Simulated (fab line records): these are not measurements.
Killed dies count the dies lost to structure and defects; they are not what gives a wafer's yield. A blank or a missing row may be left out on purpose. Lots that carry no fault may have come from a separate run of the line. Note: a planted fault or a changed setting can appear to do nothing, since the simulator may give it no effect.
fab line records | flow n5_finfet
[record] lots = 11 wafers = 33 last_day = 18
route steps=1938 shown BEOL_M11@1588 BEOL_M12@1613 PASSIVATION@1936
lots that met no fault: from a run of the same line without faults
start_h: hours from the record's first day to the start of the lot's first wafer shown | wait_h: hours since the lot's step before | " unchanged from the row above | L1.1+2: a single row standing in for several wafers | - no value, or no start was given | * or withheld: withheld | < > ~ a bound
route shown NAME@n: NAME is a module with steps in the file, n the number in the route of the first one | usual: mean and standard deviation over wafers with no fault | same: alike in all rows | chamber/n: place in a boat | sites: the reading at each site | _std_site: their standard deviation | _edge_site: the outer-site mean with the inner-site mean subtracted | radius_mm: for every site, how far away it sits from the centre of the wafer | mask NAME#n: copy n | behind: the most recent tool/chamber to have shaped the wafer | hold: why the lot went on hold/how many hours it stayed there/how the hold came to an end | device: transistor that didn't switch, given as n, p or np | end of line: tests run on the same wafers once the route is complete | a step without rows: its recipe alone | killed: count of dies lost to structure and defects at first sort (not the wafer's yield) | map: a wafer's dies, marking killed ones x, the rest . and places with no die _
set.NAME: setting as actually run; set.NAME@STEP: the setting as run at that earlier step | model.NAME: the simulator's own value behind a step, which no gauge read
steps of the route over a sample of lots; a table a step, a row a wafer
services: a tool's chamber out of use, with start hour (start_h, from the record's first day; less than 0 if before it), hours out, and reason
[[steps]]
[step N5_BEOL_M11_DEGAS_44]
[recipe] ambient = vacuum temp_c = 250 time_s = 60
[usual] heater_power_w = 328/41
// columns lot.wafer tool chamber start_h wait_h heater_power_w
L238.1 pvd_sputter-01 - 245.93 2.1 291
L238.2 " - " " 376
L238.3 " - " " 379
L239.1 pvd_sputter-02 - 256.86 0.4 286
L239.5 " - " " 362
L239.6 " - " " 316
L240.1 pvd_sputter-03 - 266.26 0.4 342
L240.3 " - " " 342
L240.4 " - " " 350
L243.2 pvd_sputter-01 - 278.94 0.2 379
L243.3 " - " " 279
L243.4 " - " " 253
L245.1 pvd_sputter-02 - 290.12 0.3 367
L245.4 " - " " 293
L245.6 " - " " 358
L251.3 pvd_sputter-01 - 330.71 0.8 368
L251.4 " - " " 252
L251.6 " - " " 242
L252.1 pvd_sputter-01 - 335.99 0.5 381
L252.2 " - " " 370
L252.6 " - " " 292
L255.1 pvd_sputter-01 - 351.94 0.8 286
L255.4 " - " " 245
L255.6 " - " " 248
L256.1 pvd_sputter-03 - 351.95 0.7 348
L256.2 " - " " 353
L256.3 " - " " 344
L257.3 pvd_sputter-01 - 374.05 1.7 291
L257.4 " - " " 374
L257.6 " - " " 251
L261.1 pvd_sputter-02 - 378.44 0.5 306
L261.4 " - " " 295
L261.6 " - " " 366
[step N5_BEOL_M12_OVL_MEAS_11]
[recipe] points_per_wafer = 44
[usual] V11_OVL = 0/5.4
// columns lot.wafer tool chamber start_h wait_h V11_OVL[nm]
L238.1 overlay-01 0 248.39 0.0 0
L238.2 " 0 " " 4
L238.3 " 0 " " -5
L239.1 overlay-02 0 259.55 0.0 10
L239.5 " 0 " " 8
L239.6 " 0 " " 1
L240.1 overlay-01 0 269.13 0.0 3
L240.3 " 0 " " -3
L240.4 " 0 " " 0
L243.2 overlay-01 0 281.46 0.0 4
L243.3 " 0 " " 2
L243.4 " 0 " " -2
L245.1 overlay-02 0 293.16 0.0 -2
L245.4 " 0 " " 4
L245.6 " 0 " " 5
L251.3 overlay-01 0 333.12 0.0 -7
L251.4 " 0 " " -5
L251.6 " 0 " " -6
L252.1 overlay-01 0 338.78 0.0 5
L252.2 " 0 " " 0
L252.6 " 0 " " 5
L256.1 overlay-01 0 354.75 0.0 1
L256.2 " 0 " " 2
L256.3 " 0 " " 0
L255.1 overlay-01 0 354.79 0.0 -1
L255.4 " 0 " " -4
L255.6 " 0 " " 4
L257.3 overlay-02 0 376.34 0.0 -9
L257.4 " 0 " " 3
L257.6 " 0 " " -10
L261.1 overlay-01 0 380.88 0.0 -2
L261.4 " 0 " " 4
L261.6 " 0 " " 5
[step N5_BEOL_M12_ETCH_59]
[recipe] chemistry = N2/H2 target = BARC target_depth_a = 890 overetch_a = 267 time_s = 67.9 ion_energy_ev = 200 pressure_mtorr = 30 source_w = 840 bias_w = 150 n2_flow_sccm = 200 h2_flow_sccm = 200
[usual] chamber_pressure_mTorr = 30.002/0.026 drypump_motor_current_A = 5.8/0.33 h2_flow_sccm = 199.9/0.63 n2_flow_sccm = 200.0/0.54 oes_product_au = 0.67/0.056 rf_vpp_V = 523.3/2.8 showerhead_plenum_p_Torr = 2.52/0.097 throttle_valve_pct = 17.90/0.28
// columns lot.wafer tool chamber start_h wait_h chamber_pressure_mTorr drypump_motor_current_A h2_flow_sccm n2_flow_sccm oes_product_au rf_hours_counter_h rf_vpp_V showerhead_plenum_p_Torr throttle_valve_pct
L238.1 rie_diel-01 3 250.07 0.0 30.002 5.8 198.8 200.6 0.64 147 520.3 2.44 18.09
L238.2 " 0 " " 30.025 6.0 199.0 200.6 0.69 125 520.1 2.44 17.66
L238.3 " 2 " " 30.032 6.2 200.4 199.4 0.60 233 521.8 2.51 17.89
L239.1 rie_diel-04 0 259.64 0.0 30.001 5.5 199.7 200.7 0.70 97 521.2 2.46 17.56
L239.5 " 0 " " 29.989 5.5 198.7 201.1 0.70 - 520.9 2.46 17.57
L239.6 " 1 " " 29.944 6.2 199.8 200.7 0.70 - 528.0 2.70 17.95
L240.1 rie_diel-01 1 269.22 0.0 30.012 6.0 199.5 200.2 0.81 4 522.5 2.51 17.49
L240.3 " 0 " " 29.989 6.0 200.3 199.5 0.68 133 521.0 2.44 17.68
L240.4 " 2 " " 29.978 6.2 199.8 200.4 0.58 243 522.1 2.50 17.91
L243.2 rie_diel-03 1 281.55 0.0 30.032 6.4 199.8 199.8 0.73 47 521.3 2.49 17.56
L243.3 " 2 " " 29.986 5.5 200.0 199.8 0.63 180 525.9 2.64 18.20
L243.4 " 0 " " 29.999 5.1 199.1 199.7 0.73 38 525.0 2.49 17.82
L245.1 rie_diel-01 1 293.25 0.0 30.010 6.0 199.9 200.2 0.79 12 524.1 2.50 17.52
L245.4 " 3 " " 29.995 5.7 200.3 200.4 0.63 - 520.1 2.43 18.15
L245.6 " 1 " " 29.988 6.0 201.0 198.7 0.78 - 523.5 2.50 17.53
L251.3 rie_diel-01 0 333.21 0.0 30.012 6.1 199.8 201.1 0.66 158 521.1 2.43 17.73
L251.4 " 3 " " 30.022 5.8 200.2 200.7 0.62 180 520.8 2.43 18.17
L251.6 " 2 " " 29.990 6.2 200.1 199.6 0.81 - 522.5 2.50 17.52
L252.1 rie_diel-04 2 339.02 0.0 29.989 5.6 199.1 200.1 0.61 232 528.0 2.61 18.31
L252.2 " 0 " " 29.992 5.5 179.0 199.6 0.68 122 520.8 2.39 17.08
L252.6 " 0 " " 30.037 5.5 179.7 199.9 0.68 - 521.0 2.39 17.07
L256.1 rie_diel-03 3 354.85 0.0 30.045 5.9 200.7 200.1 0.61 231 518.7 2.41 18.30
L256.2 " 1 " " 29.955 6.4 200.5 200.3 0.71 77 521.4 2.47 17.60
L256.3 " 2 " " 30.013 5.5 200.5 199.7 0.61 209 527.3 2.63 18.27
L255.1 rie_diel-04 0 354.88 0.0 29.987 5.5 180.2 200.2 0.67 130 520.7 2.38 17.08
L255.4 " 3 " " 30.009 5.7 198.5 200.6 0.66 - 526.0 2.66 17.93
L255.6 " 2 " " 29.983 5.6 200.2 199.9 0.61 - 525.6 2.60 18.32
L257.3 rie_diel-01 3 376.45 0.0 29.988 5.7 200.5 198.6 0.61 197 520.0 2.42 18.19
L257.4 " 2 " " 30.048 6.2 200.1 199.9 0.77 21 523.0 2.49 17.55
L257.6 " 0 " " 30.003 6.1 199.4 199.9 0.64 - 520.5 2.42 17.76
L261.1 rie_diel-03 3 380.97 0.0 30.033 5.9 199.6 199.9 0.61 241 520.8 2.41 18.32
L261.4 " 0 " " 30.025 5.1 199.5 199.5 0.71 60 522.1 2.48 17.83
L261.6 " 3 " " 30.003 5.9 200.6 200.2 0.61 - 520.9 2.41 18.32
[step N5_BEOL_M12_STRIP_64]
[recipe] chemistry = N2/H2 power_w = 1000 temp_c = 250 h2_frac = 0.65 overash_fraction = 0.3 pressure_mtorr = withheld n2_flow_sccm = 1750 h2_flow_sccm = 3250
[usual] drypump_motor_current_A = 5.4/0.47 heater_power_w = 337/22 n2_flow_sccm = 1750/5.1 oes_product_au = 0.715/0.0042 strip_time_to_endpoint_s = 31.34/0.066
// columns lot.wafer tool chamber start_h wait_h drypump_motor_current_A heater_power_w n2_flow_sccm oes_product_au rf_hours_counter_h strip_time_to_endpoint_s
L238.1 plasma_asher-01 1 250.39 0.0 6.0 355 1752 0.711 72 31.40
L238.2 " 0 " " 4.9 324 1750 0.720 72 31.39
L238.3 " 0 " " 5.0 336 1753 0.715 - 31.42
L239.1 plasma_asher-01 0 259.95 0.0 4.9 320 1738 0.712 74 31.31
L239.5 " 0 " " 5.0 322 1752 0.722 - 31.28
L239.6 " 1 " " 5.9 364 1750 0.709 - 31.26
L240.1 plasma_asher-02 0 269.53 0.0 5.7 298 1756 0.714 123 31.21
L240.3 " 0 " " 5.7 300 1753 0.706 - 31.22
L240.4 " 1 " " 5.0 348 1750 0.721 - 31.29
L243.2 plasma_asher-01 0 281.86 0.0 5.0 324 1748 0.712 79 31.29
L243.3 " 1 " " 6.0 356 1751 0.720 - 31.27
L243.4 " 0 " " 5.0 324 1752 0.710 - 31.31
L245.1 plasma_asher-01 1 293.57 0.0 6.0 355 1747 0.720 81 31.49
L245.4 " 0 " " 4.9 332 1749 0.717 - 31.46
L245.6 " 1 " " 6.0 355 1739 0.718 - 31.40
L251.3 plasma_asher-01 1 333.54 0.0 6.0 366 1745 0.720 - 31.38
L251.4 " 0 " " 4.9 329 1756 0.716 - 31.37
L251.6 " 1 " " 6.0 357 1741 0.721 - 31.47
L252.1 plasma_asher-01 0 339.33 0.0 5.0 324 1752 0.715 91 31.31
L252.2 " 1 " " 6.0 355 1742 0.716 91 31.36
L252.6 " 1 " " 6.0 359 1751 0.711 - 31.33
L256.1 plasma_asher-02 1 355.17 0.0 5.0 371 1751 0.708 139 31.28
L256.2 " 0 " " 5.7 300 1745 0.716 139 31.34
L256.3 " 0 " " 5.7 301 1755 0.713 - 31.34
L255.1 plasma_asher-01 0 355.19 0.0 4.9 328 1756 0.711 94 31.34
L255.4 " 0 " " 5.0 331 1753 0.717 - 31.36
L255.6 " 0 " " 4.9 326 1754 0.712 - 31.38
L257.3 plasma_asher-01 1 376.79 0.0 5.9 365 1742 0.714 - 31.36
L257.4 " 0 " " 4.9 323 1747 0.709 - 31.40
L257.6 " 1 " " 6.0 358 1752 0.718 - 31.40
L261.1 plasma_asher-01 1 381.28 0.0 6.0 366 1743 0.711 102 31.41
L261.4 " 0 " " 5.0 333 1750 0.721 - 31.47
L261.6 " 1 " " 6.0 358 1751 0.710 - 31.47
[step N5_PASSIVATION_PROBE_49]
[usual] defect_limited_yield = 91.2/1.5 killed_at_M0_to_M3 = 32/9.6 killed_at_M4_up = 13/5.3 killed_at_contacts = 13/6.7 killed_at_front_end = 42/11 killed_at_other = 3.8/2.9 killed_dies = 103/17 killed_open = 67/13 killed_short = 35/7.9 sort_bin_5_function = 5.2/0.94 sort_bin_6_memory = 3.3/0.64 sort_n_pass = 1077/17 sort_yield_pct = 91.2/1.5
[same] gross_dies = 1180 killed_at_back_side = 0 sort_bin_4_leakage[%] = 0 sort_bin_8_speed[%] = 0
// columns lot.wafer tool chamber start_h wait_h defect_limited_yield[%] killed_at_M0_to_M3 killed_at_M4_up killed_at_contacts killed_at_front_end killed_at_other killed_dies killed_open killed_short sort_bin_5_function[%] sort_bin_6_memory[%] sort_n_pass sort_yield_pct[%]
L256.1 prober-02 - 414.66 0.0 88.8 44 13 19 53 3 132 80 50 5.8 4.7 1048 88.8
// killed by level:class
L256.1 FIN_SAQP:geometric_particle:open=16 MOL_CONTACT_COAG:geometric_particle:open=16 FIN_SAQP:geometric_particle:short=15 BEOL_M0_SAQP:geometric_particle:open=11 BEOL_M0_SAQP:geometric_particle:short=10 BEOL_M1:geometric_particle:open=10 STI_FIN_REVEAL:geometric_particle:open=7 BEOL_M5:geometric_particle:short=5
[[services]]
// columns tool chamber start_h hours kind
rie_diel-04 - 240.08 14.6 pm
rie_diel-01 1 244.09 - clean
rie_diel-01 1 244.09 - consumable_replace:focus_ring
rie_diel-01 1 244.09 13.9 scheduled_down
rie_diel-01 1 244.09 13.9 vent_cycle
pvd_sputter-03 - 271.86 1.3 repair
rie_diel-01 2 290.57 - clean
rie_diel-01 2 290.57 - consumable_replace:focus_ring
rie_diel-01 2 290.57 21.6 scheduled_down
rie_diel-01 2 290.57 21.6 vent_cycle
rie_diel-04 1 344.77 30.9 repair
rie_diel-03 - 361.14 2.8 pm
plasma_asher-02 - 367.16 16.7 pm
rie_diel-04 2 376.09 - clean
rie_diel-04 2 376.09 - consumable_replace:focus_ring
rie_diel-04 2 376.09 16.8 scheduled_down
rie_diel-04 2 376.09 16.8 vent_cycle
[[key]]
[first_sign] step = N5_BEOL_M12_ETCH_59 reading = h2_flow_sccm direction = down sigmas = 32 usual = 199.9 struck = 179.6
effect none on later readings
met_at N5_BEOL_M12_ETCH_59
struck_lots L252,L255
struck_wafers L252.2,L252.6,L255.1
not_acting_at N5_BEOL_M11_DEGAS_44,N5_BEOL_M12_OVL_MEAS_11,N5_BEOL_M12_STRIP_64
onset_between 259.64 339.02
[fault] kind = process_parameter_drift tool = rie_diel-04 chamber = 0 onset_h = 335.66 steps = N5_BEOL_M12_ETCH_59 channel = h2_flow_sccm offset = -20 shape = step end_h = 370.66 acts_in = these_recipes_only stated = 200
